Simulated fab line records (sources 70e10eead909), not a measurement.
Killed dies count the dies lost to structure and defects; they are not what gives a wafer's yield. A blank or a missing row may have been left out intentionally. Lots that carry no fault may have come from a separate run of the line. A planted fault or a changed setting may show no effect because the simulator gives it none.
Which tool did it? + flow nand harc + Sampling: 12 lots, 36 wafers, 2 of 1302 route steps

== WHAT EACH GAUGE READ, for each wafer ==
NHARC_A_START_INSPECT_01.
| lot  | measured     | on                | raw defect count |
|------|--------------|-------------------|------------------|
| L827 | day 6 16:53  | defect inspect-02 | 3 2 2            |
| L830 | day 7 22:55  | defect inspect-02 | 2 4 0            |
| L831 | day 8 10:32  | defect inspect-01 | 4 5 3            |
| L832 | day 8 17:57  | defect inspect-01 | 6 3 6            |
| L833 | day 9 07:02  | defect inspect-02 | 6 5 3            |
| L842 | day 12 18:35 | defect inspect-02 | 3 2 4            |
| L840 | day 12 19:20 | defect inspect-02 | 5 2 5            |
| L841 | day 12 21:07 | defect inspect-02 | 4 5 2            |
| L846 | day 14 18:10 | defect inspect-02 | 4 5 3            |
| L848 | day 15 18:38 | defect inspect-01 | 5 5 3            |
| L849 | day 16 03:34 | defect inspect-01 | 2 7 2            |
| L850 | day 16 06:37 | defect inspect-02 | 5 4 3            |

== WHICH TOOL RAN EACH LOT (tool, then ch and the chambers of the sampled wafers, then the start) ==
| lot  | NHARC_P_BONDPAD_CMP_19        |
|------|-------------------------------|
| L827 | cmp-01 ch 0,2,3, day 6 15:51  |
| L830 | cmp-02 ch 2,3, day 7 21:54    |
| L831 | cmp-01 ch 0,3, day 8 09:30    |
| L832 | cmp-02 ch 0,1,2, day 8 16:59  |
| L833 | cmp-03 ch 0,2, day 9 06:01    |
| L842 | cmp-03 ch 0,1,3, day 12 17:34 |
| L840 | cmp-02 ch 2,3, day 12 18:22   |
| L841 | cmp-03 ch 0,1, day 12 20:07   |
| L846 | cmp-02 ch 1,2, day 14 17:10   |
| L848 | cmp-01 ch 0,1,3, day 15 17:38 |
| L849 | cmp-01 ch 0,1, day 16 02:35   |
| L850 | cmp-01 ch 0,2,3, day 16 05:42 |
- NHARC_P_BONDPAD_CMP_19: polishes, t overpolish 30 s, cu recess touch 16 s, target thk 160.81 nm.

== AS READ BY THE TOOLS THEMSELVES (means over the sampled wafers that have a number; for cases with no such wafer, the mark the record gives instead) ==
NHARC_P_BONDPAD_CMP_19.
| lot  | tool   | edge zone pressure frac | motor current A (A) | overpolish run s (s) | slurry filter dp kPa (kPa) | slurry flow ml min |
|------|--------|-------------------------|---------------------|----------------------|----------------------------|--------------------|
| L827 | cmp-01 | 0.999                   | 11.4                | 30.007               | 13.62                      | 149.9              |
| L830 | cmp-02 | 0.994                   | 12.2                | 30.004               | 13.45                      | 150.1              |
| L831 | cmp-01 | 0.996                   | 11.9                | 30.000               | 13.57                      | 150.1              |
| L832 | cmp-02 | 0.997                   | 12.3                | 30.001               | 13.56                      | 150.2              |
| L833 | cmp-03 | 0.997                   | 10.7                | 30.000               | 13.49                      | 150.4              |
| L842 | cmp-03 | 1.004                   | 10.6                | 29.992               | 13.51                      | 149.9              |
| L840 | cmp-02 | 1.005                   | 13.0                | 30.000               | 13.64                      | 149.5              |
| L841 | cmp-03 | 0.995                   | 10.7                | 30.009               | 13.44                      | 150.5              |
| L846 | cmp-02 | 1.001                   | 11.2                | 29.997               | 13.50                      | 150.1              |
| L848 | cmp-01 | 1.003                   | 11.9                | 29.994               | 13.46                      | 150.3              |
| L849 | cmp-01 | 1.000                   | 12.2                | 29.996               | 13.46                      | 150.8              |
| L850 | cmp-01 | 1.003                   | 11.2                | 30.001               | 13.44                      | 150.1              |

== THE ANSWER, worked out from the rows above alone ==
Rule: usual is defined by the lots themselves. The widest of any qualifying gaps counts: lots, ordered by their means at a reading, are off when they make up no more than a third of the lots, leave a main group of 4 or more, and stand apart from it by 3 or more times the standard deviation of that group's means. The tables above print the reading to a certain number of digits; a main group whose means all agree to those digits is not used. A lot without any number at a reading at which 4 lots or more have one is off too. Any other lot the step has rows for is counted as sound. First the gauges in route order, then the tools' own readings, where a lot's mean is used as printed above. At the first step where some lot is off, the reading lying furthest off is the one used; lots without a number count as furthest.
No lot is off on any of the readings shown, so nothing can be concluded from this.

== WHAT WAS PUT IN BY THE SIMULATOR ==
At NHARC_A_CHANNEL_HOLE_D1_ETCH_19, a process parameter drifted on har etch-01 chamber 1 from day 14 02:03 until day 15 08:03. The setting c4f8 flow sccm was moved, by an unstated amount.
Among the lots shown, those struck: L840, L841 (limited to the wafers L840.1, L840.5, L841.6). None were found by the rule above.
